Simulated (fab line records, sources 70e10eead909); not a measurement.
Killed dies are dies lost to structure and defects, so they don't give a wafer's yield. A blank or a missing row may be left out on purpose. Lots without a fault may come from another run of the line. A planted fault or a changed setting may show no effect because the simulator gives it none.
Chamber matching | flow nand_harc | NHARC_A_SGD_CUT_DEP_00 on pecvd-02: 3 sister chambers
The step deposits SiNx, target thk 50 nm. 6 wafers are shown with their chamber, then 8 later ones without.

WAFERS WITH THEIR CHAMBER
wafer  | chamber | heater_power_w (W)
L085.2 | 1       | 728
L085.4 | 0       | 578
L089.2 | 0       | 599
L089.3 | 2       | 761
L089.6 | 2       | 735
L088.1 | 1       | 712

WAFERS WITHOUT THEIR CHAMBER
wafer  | heater_power_w (W)
L088.3 | 617
L088.5 | 707
L093.3 | 687
L093.4 | 713
L093.5 | 680
L095.2 | 743
L095.4 | 611
L095.6 | 759

WHICH CHAMBER EACH WENT THROUGH
wafer  | from the rows above     | in truth
L088.3 | 0                       | 0
L088.5 | can't be placed: 1 or 2 | 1
L093.3 | can't be placed: 1 or 2 | 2
L093.4 | can't be placed: 1 or 2 | 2
L093.5 | can't be placed: 1 or 2 | 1
L095.2 | can't be placed: 2 or 1 | 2
L095.4 | 0                       | 0
L095.6 | can't be placed: 2 or 1 | 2
Placed correctly: 2 of 8. Can't be placed from these rows: 6 (the true chamber is among the candidates in 6). Placed wrongly: 0.
How it was worked out, from the rows above alone: a wafer's distance from a chamber is the root of the sum, over the readings, of the square of ((its reading less the chamber's mean) divided by the reading's scatter). The wafer belongs to the nearest chamber; if the next one is less than 2 further off, it can't be placed. A chamber's mean is the mean of its shown wafers. The scatter: the root of (the sum of the squares of (reading less its chamber's mean) over the shown wafers, divided by (wafers less chambers)).
